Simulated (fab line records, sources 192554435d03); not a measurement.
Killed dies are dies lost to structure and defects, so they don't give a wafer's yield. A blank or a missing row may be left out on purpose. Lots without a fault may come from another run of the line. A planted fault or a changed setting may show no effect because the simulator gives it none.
Chamber matching | flow n5_finfet | N5_BEOL_M5_PRE_CLEAN_77 on cvd_co-02: 3 sister chambers
The step time 15 s. 6 wafers are shown with their chamber, then 12 later ones without.

WAFERS WITH THEIR CHAMBER
wafer  | chamber | heater_power_w (W)
L081.2 | 1       | 107
L081.5 | 2       | 100
L081.6 | 1       | 107
L079.1 | 0       | 85
L079.3 | 2       | 98
L079.6 | 0       | 85

WAFERS WITHOUT THEIR CHAMBER
wafer  | heater_power_w (W)
L086.1 | 87
L086.3 | 103
L086.4 | 102
L096.1 | 108
L096.2 | 102
L096.3 | 87
L096.4 | 105
L096.5 | 102
L096.6 | 87
L097.2 | 85
L097.5 | 85
L097.6 | 108

WHICH CHAMBER EACH WENT THROUGH
wafer  | from the rows above     | in truth
L086.1 | 0                       | 0
L086.3 | can't be placed: 1 or 2 | 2
L086.4 | 2                       | 2
L096.1 | 1                       | 1
L096.2 | 2                       | 2
L096.3 | 0                       | 0
L096.4 | 1                       | 1
L096.5 | 2                       | 2
L096.6 | 0                       | 0
L097.2 | 0                       | 0
L097.5 | 0                       | 0
L097.6 | 1                       | 1
Placed correctly: 11 of 12. Can't be placed from these rows: 1 (the true chamber is among the candidates in 1). Placed wrongly: 0.
How it was worked out, from the rows above alone: a wafer's distance from a chamber is the root of the sum, over the readings, of the square of ((its reading less the chamber's mean) divided by the reading's scatter). The wafer belongs to the nearest chamber; if the next one is less than 2 further off, it can't be placed. A chamber's mean is the mean of its shown wafers. The scatter: the root of (the sum of the squares of (reading less its chamber's mean) over the shown wafers, divided by (wafers less chambers)).
